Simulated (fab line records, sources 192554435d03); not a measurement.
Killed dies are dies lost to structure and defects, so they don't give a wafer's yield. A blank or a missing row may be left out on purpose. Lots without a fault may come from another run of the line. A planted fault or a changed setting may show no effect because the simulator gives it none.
Split-lot experiment | flow n5_finfet | 7 lots, 21 wafers read, on a route of 1938 steps

THE SPLIT
At N5_FIN_CUT_ETCH_21 (etches SOC in N2/H2, target depth 219 nm, overetch 43.8 nm, time 523.5 s), the setting bias_w was moved away from the recipe's 61 W on 6 of the 21 wafers read, by -15.9% to +14.7%. The other wafers ran this setting at the recipe's value.

The reading is taken at the split's own step.

THE READING
rf_vpp_V, in V, at N5_FIN_CUT_ETCH_21 (etches SOC in N2/H2, target depth 219 nm, overetch 43.8 nm, time 523.5 s). Fault-free wafers of this fab line usually give 240.7 V, standard deviation 1.4 V.

wafer  | tool, chamber at the split | bias_w as run, W | against the recipe | rf_vpp_V, V | against lot-mates on the recipe
L079.1 | rie_diel-06, 2             | 61               | recipe             | 239.3       | -
L079.4 | rie_diel-06, 1             | 61               | recipe             | 242.4       | -
L079.6 | rie_diel-06, 1             | 61               | recipe             | 242.1       | -
L080.1 | rie_diel-03, 2             | 61               | recipe             | 240.0       | -
L080.5 | rie_diel-03, 3             | 61               | recipe             | 238.8       | -
L080.6 | rie_diel-03, 0             | 61               | recipe             | 238.8       | -
L082.1 | rie_diel-02, 3             | 51.3             | -15.9%             | 215.3       | -25.5
L082.2 | rie_diel-02, 2             | 51.3             | -15.9%             | 215.8       | -25.0
L082.6 | rie_diel-02, 1             | 61               | recipe             | 240.8       | -
L084.2 | rie_diel-03, 2             | 61               | recipe             | 238.3       | -
L084.3 | rie_diel-03, 1             | 61               | recipe             | 242.9       | -
L084.4 | rie_diel-03, 0             | 61               | recipe             | 242.2       | -
L087.1 | rie_diel-06, 3             | 61               | recipe             | 240.8       | -
L087.4 | rie_diel-06, 2             | 69.99            | +14.7%             | 261.2       | +21.5
L087.6 | rie_diel-06, 0             | 61               | recipe             | 238.5       | -
L089.3 | rie_diel-02, 2             | 61               | recipe             | 240.3       | -
L089.4 | rie_diel-02, 3             | 61               | recipe             | 239.0       | -
L089.5 | rie_diel-02, 1             | 61               | recipe             | 243.1       | -
L095.1 | rie_diel-02, 0             | 55.94            | -8.3%              | 226.4       | no lot-mate on the recipe
L095.3 | rie_diel-02, 3             | 55.94            | -8.3%              | 226.6       | no lot-mate on the recipe
L095.6 | rie_diel-02, 1             | 55.94            | -8.3%              | 228.8       | no lot-mate on the recipe

THE FIT
A straight line over all 21 wafers: rf_vpp_V changes by +1.53 V for each +1% of bias_w; r = +0.99; the points scatter about the line by 1.6 V.
The same after taking each lot's own level away (the mean of its wafers on the recipe; 18 wafers): +1.55 V for each +1%; r = +0.99; scatter 1.4 V.
On that fit, the largest move of bias_w shifts the reading by 25 V.
The lots' own levels span 239.20 to 241.27 V, that is 1.5 times the standard deviation above.
So the lot-to-lot level changes the slope little: the two slopes agree.
Check: with one of the wafers moved furthest among these (-15.9%) left out of the fit, the line predicts -24.3 V for it against its lot-mates. It came out at -25.5 V against them.
Tool readings at the split's step, against how far the setting was moved: rf_vpp_V r = +0.99.

OTHER SPLITS ON THESE WAFERS
These wafers also went through other splits before the reading. Each is held against what the fit with the lots' levels taken away leaves over:
other split on the same wafers            | wafers away from the commonest value | r with rf_vpp_V (lot level and that fit taken away)
N5_WELL_APT_COAT_02 spin_rpm              | 4                                    | -0.21
N5_PMOS_HMC_CHANNEL_EPI_EXPOSE_06 dose_mj | 8                                    | -0.35
N5_PMOS_HMC_CHANNEL_EPI_PEB_07 peb_time_s | 5                                    | +0.17
N5_FIN_CUT_COAT_02 spin_rpm               | 5                                    | -0.37

THE WHOLE CHAIN: every reading that the file lists as answering this split, in the file's order
step               | what it does                                                             | reading                                                                          | change (the file's fit)                | r (the file's)
N5_FIN_CUT_ETCH_21 | etches SOC in N2/H2, target depth 219 nm, overetch 43.8 nm, time 523.5 s | rf_vpp_V                                                                         | +1.53 V for each +1% of the setting    | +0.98
N5_FIN_CUT_ETCH_21 | etches SOC in N2/H2, target depth 219 nm, overetch 43.8 nm, time 523.5 s | SiARC_of_FIN_CUT_COAT_19.thk_nm (the simulator's own value, which no gauge read) | -0.0579 nm for each +1% of the setting | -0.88

THE FILE'S OWN FIT
rf_vpp_V changes by +1.53 V for each +1% of bias_w, r = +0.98.
